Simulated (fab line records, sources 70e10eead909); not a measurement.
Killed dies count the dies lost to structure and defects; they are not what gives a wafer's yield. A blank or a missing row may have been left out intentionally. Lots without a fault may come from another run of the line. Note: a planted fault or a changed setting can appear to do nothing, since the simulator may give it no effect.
Chamber matching | flow nand harc | NHARC_A_CHANNEL_HOLE_D1_DESCUM_15 on rie diel-12 has 4 sister chambers
The step chemistry O2, time 3 s. 16 wafers are shown with their chamber, then 8 later ones without.

## WAFERS WITH THEIR CHAMBER
wafer  | chamber | drypump motor current A (A) | throttle valve pct (%) | oes product au (a.u.)
L958.1 | 0       | 6.4                         | 11.312                 | 0.992
L958.2 | 1       | 5.2                         | 11.312                 | 0.997
L958.6 | 1       | 5.2                         | 11.314                 | 0.997
L960.2 | 1       | 5.1                         | 11.309                 | 0.995
L960.3 | 0       | 6.5                         | 11.306                 | 0.998
L960.4 | 2       | 5.7                         | 11.334                 | 0.992
L961.1 | 3       | 6.1                         | 11.312                 | 0.988
L961.5 | 2       | 5.7                         | 11.297                 | 1.004
L961.6 | 1       | 5.1                         | 11.316                 | 1.002
L964.1 | 2       | 5.7                         | 11.330                 | 0.997
L964.4 | 0       | 6.5                         | 11.307                 | 0.999
L964.6 | 1       | 5.2                         | 11.297                 | 0.989
L966.1 | 0       | 6.5                         | 11.305                 | 0.989
L966.2 | 2       | 5.7                         | 11.308                 | 0.993
L966.4 | 1       | 5.1                         | 11.309                 | 1.007
L967.1 | 3       | 6.1                         | 11.321                 | 0.994

SIGNATURES (means of the wafers above)
reading                 | chamber 0 | chamber 1 | chamber 2 | chamber 3 | scatter within a chamber
drypump motor current A | 6.475     | 5.150     | 5.700     | 6.100     | 0.0433
throttle valve pct      | 11.30750  | 11.30950  | 11.31725  | 11.31650  | 0.0101
oes product au          | 0.99450   | 0.99783   | 0.99650   | 0.99100   | 0.00551
Rule: for a wafer and a chamber, the distance is found by dividing, reading by reading, the gap between the wafer's reading and the chamber's mean by the reading's scatter, squaring, summing and taking the root. The wafer belongs to the nearest chamber; if the next one is less than 2 further off, it can't be placed. The scatter: the root of (the sum of the squares of (reading less its chamber's mean) over the shown wafers, divided by (wafers less chambers)).

## WAFERS WHOSE CHAMBER IS MISSING
wafer  | drypump motor current A (A) | throttle valve pct (%) | oes product au (a.u.)
L967.5 | 6.5                         | 11.302                 | 1.005
L967.6 | 6.1                         | 11.310                 | 0.994
L979.1 | 6.1                         | 11.307                 | 0.996
L979.2 | 6.4                         | 11.311                 | 0.995
L979.5 | 5.7                         | 11.324                 | 0.984
L981.1 | 5.7                         | 11.311                 | 1.000
L981.2 | 6.5                         | 11.309                 | 0.999
L981.4 | 5.1                         | 11.303                 | 0.987

## THE CHAMBER EACH PASSED THROUGH
wafer  | from the rows above | in truth
L967.5 | 0                   | 0
L967.6 | 3                   | 3
L979.1 | 3                   | 3
L979.2 | 0                   | 0
L979.5 | 2                   | 2
L981.1 | 2                   | 2
L981.2 | 0                   | 0
L981.4 | 1                   | 1
Correctly placed: 8 of 8. Number that these rows cannot place: 0. Placed wrongly: 0.
